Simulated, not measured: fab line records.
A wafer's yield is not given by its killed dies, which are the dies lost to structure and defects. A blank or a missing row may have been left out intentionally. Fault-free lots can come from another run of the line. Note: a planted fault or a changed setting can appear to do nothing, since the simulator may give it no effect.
Struck lot and sound lot, side by side / flow n5 finfet / 38 steps out of a route of 1938
Sound: wafers L811.1, L811.2, L811.5. Struck: wafers L825.2, L825.3, L825.5. The cause comes at the end.
Per side, at each step with rows, come the tool, then ch with its chambers, and then its first start. Under that, the readings that differ: sound wafers / struck wafers / difference of the means / sigmas: that difference in standard deviations of wafers without a fault.
alike: same words and numbers on both sides, and readings whose means sit less than 2 such deviations apart. not compared: any withheld reading, any reading some wafer has no value for, any bound like >300 that may hide the same value, and any number with overlapping values for which the record gives no deviation.
Wherever a step has rows on one side only, a row that says differs or no value, or a row with sigmas, the two part there. When numbers do not overlap yet have no deviation, they are printed without sigmas and do not part them. A reading that every wafer of one side lacks parts them only if that side has two wafers or more.

first, 9 steps without rows for these wafers: N5_MOL_CONTACT_COAG_COAT_02 (resist thk 30 nm); N5_MOL_CONTACT_COAG_EBR_04; N5_MOL_CONTACT_COAG_SOFTBAKE_03 (time 60 s); N5_MOL_CONTACT_COAG_EXPOSE_05 (exposes mask CA, defocus 0 nm); N5_MOL_CONTACT_COAG_PEB_06 (peb time 60 s); N5_MOL_CONTACT_COAG_DEVELOP_07 (develop time 30 s); N5_MOL_CONTACT_COAG_DESCUM_13 (chemistry O2, time 7 s); N5_MOL_CONTACT_COAG_ETCH_59 (etches underlayer in N2/H2, target depth 13 nm, time 10.4 s); N5_MOL_CONTACT_COAG_ETCH_105 (etches SiARC in CF4, target depth 15.6 nm, time 26 s).
N5_MOL_CONTACT_COAG_ETCH_106: etches SOC in N2/H2, target depth 80 nm, overetch 16 nm, time 120 s.
  sound on rie diel-02 ch 1,2,3, day 4 22:33; struck on rie diel-02 ch 1,2, day 8 08:53
reading=rf fwd power W (W); sound=837.1 833.7 833.8; struck=1035.4 1040.4 1036.9; difference=+202.7; sigmas=+72
reading=rf vpp V (V); sound=527.3 525.8 527.7; struck=490.5 490.7 490.3; difference=-36.4; sigmas=-14
reading=model.SiARC_of_MOL_CONTACT_COAG_COAT_104.thk nm (nm); sound=6.4 6.6 6.4; struck=5.6 5.8 5.6; difference=-0.8; sigmas=
reading=model.MOL_CONTACT_COAG.cd offset nm (nm); sound=0 0 0; struck=0.4 0.8 0.4; difference=+0.5; sigmas=
  alike: drypump motor current A, oes product au, showerhead plenum p Torr, throttle valve pct
  not compared: rf hours counter h
then, 5 steps without rows for these wafers: N5_MOL_CONTACT_COAG_STRIP_107 (strips in N2/H2); N5_MOL_CONTACT_COAG_STRIP_108 (strips in N2/H2); N5_MOL_CONTACT_COAG_CONTACT_ETCH_14 (etches SiO2 in C4F6/O2, target depth 27.5 nm, overetch 8.5 nm, time 20 s); N5_MOL_CONTACT_COAG_STRIP_109 (strips in C4F6/O2); N5_MOL_CONTACT_COAG_ETCH_15 (etches SiNx in CH3F/O2, stops on Si:P, target depth 7 nm).
N5_MOL_CONTACT_COAG_ETCH_110: etches Si in CF4/O2, target depth 2.5 nm, time 8 s.
  sound on rie diel-02 ch 1,2,3, day 4 22:45; struck on rie diel-02 ch 1,2, day 8 09:05
reading=model.MOL_CONTACT_COAG.cd offset nm (nm); sound=0 -0.2 -0.2; struck=0.4 0.8 0.4; difference=+0.7; sigmas=
  alike: O2_flow_sccm, drypump motor current A, oes_o_777_au, oes product au, rf fwd power W, rf vpp V, showerhead plenum p Torr, throttle valve pct
  not compared: rf hours counter h
then, 1 step without rows for these wafers: N5_MOL_CONTACT_COAG_STRIP_98 (strips in N2/H2).
N5_MOL_CONTACT_COAG_CD_MEAS_99 targets a cd of 17.2 nm.
  sound on cd sem-03, day 4 22:52; struck on cd sem-01, day 8 09:12
reading=cd nm (nm); sound=16.88 17.14 16.74; struck=17.44 17.96 17.50; difference=+0.71; sigmas=+3
then, 18 steps without rows for these wafers: N5_MOL_CONTACT_COAG_IMPLANT_129; N5_MOL_CONTACT_COAG_PRECLEAN_111 (cleans in NF3:NH3, afs cycles 1, time 20 s, sublimation time 60 s); N5_MOL_CONTACT_COAG_TI_SIL_19 (material Ti, target thk 4.2 nm, time 15 s); N5_MOL_CONTACT_COAG_ALD_20 (deposits TiN, target thk 1.5 nm, pulse time 1 s, purge time 3 s); N5_MOL_CONTACT_COAG_SIL_ANNEAL_21 (time 60 s); N5_MOL_CONTACT_COAG_PRE_CLEAN_141 (time 60 s); N5_MOL_CONTACT_COAG_SPUTTER_143 (material Co, target thk 2.5 nm); N5_MOL_CONTACT_COAG_CO_FILL_22 (material Co, precursor CCTBA/H2, target thk 20 nm); N5_MOL_CONTACT_COAG_ANNEAL_113 (time 300 s); N5_MOL_CONTACT_COAG_PRE_CLEAN_142 (time 60 s); N5_MOL_CONTACT_COAG_SPUTTER_130 (material Co, target thk 47.5 nm); N5_MOL_CONTACT_COAG_PRECLEAN_125 (cleans in DIW, time 57.5 s); N5_MOL_CONTACT_COAG_SRD_126 (dry time 32 s); N5_MOL_CONTACT_COAG_CMP_23 (polishes, stops on SiO2, t overpolish 1.5 s, target thk 0 nm); N5_MOL_CONTACT_COAG_WET_ETCH_26 (target Co, target depth 13 nm); N5_MOL_CONTACT_COAG_WET_ETCH_116 (etches the open film in SC1-inhibited, target depth 4.6 nm, rinse time 30 s); N5_MOL_CONTACT_COAG_ALD_27 (deposits SiOC, target thk 17 nm, pulse time 1.5 s, time 2720 s); N5_MOL_CONTACT_COAG_CMP_28 (polishes, stops on SiNx, t overpolish 0.85 s, target thk 14.522 nm).
-- a jump in the record: the struck wafers' starts before and after are 4 days apart (it breaks off in module MOL_CONTACT_COAG and resumes in module BEOL_M4, where the first step shown is number 1111 of the route) --
N5_BEOL_M4_RC_MEAS_101:
  sound on prober-01 ch 0, day 9 00:08; struck on prober-01 ch 0, day 12 05:40
reading=DIBL_N (mV/V); sound=34.2 35.6 33.8; struck=38.3 39.6 36.5; difference=+3.6; sigmas=+3
reading=RC_DENSE_N (ohm.um); sound=19.04 19.14 19.28; struck=18.30 17.89 18.33; difference=-0.98; sigmas=-3
reading=RC_DENSE_P (ohm.um); sound=24.1 23.9 23.9; struck=22.8 22.3 22.7; difference=-1.4; sigmas=-4
reading=RC_N (ohm.um); sound=15.41 15.44 15.60; struck=14.91 14.45 14.95; difference=-0.71; sigmas=-3
reading=RC_P (ohm.um); sound=19.2 19.6 19.5; struck=18.6 18.1 18.6; difference=-1.0; sigmas=-3
  alike: DIBL_P, IOFF_N, IOFF_P, ION_N, ION_P, SS_N, SS_P, VT_N, VT_P
-- a jump in the record: the struck wafers' starts before and after are 4 days apart (it breaks off in module BEOL_M4 and resumes in module PASSIVATION, where the first step shown is number 1936 of the route) --
N5_PASSIVATION_PROBE_49:
  rows exist in the record for the struck wafers here (prober-01, day 16 09:20), but not for the sound ones

== WHERE THEY PART ==
First at N5_MOL_CONTACT_COAG_ETCH_106; last, within this record, at N5_PASSIVATION_PROBE_49.

WHY: the cause the simulator had injected
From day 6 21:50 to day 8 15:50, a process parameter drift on rie diel-02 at N5_MOL_CONTACT_COAG_ETCH_106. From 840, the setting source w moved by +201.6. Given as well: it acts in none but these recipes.
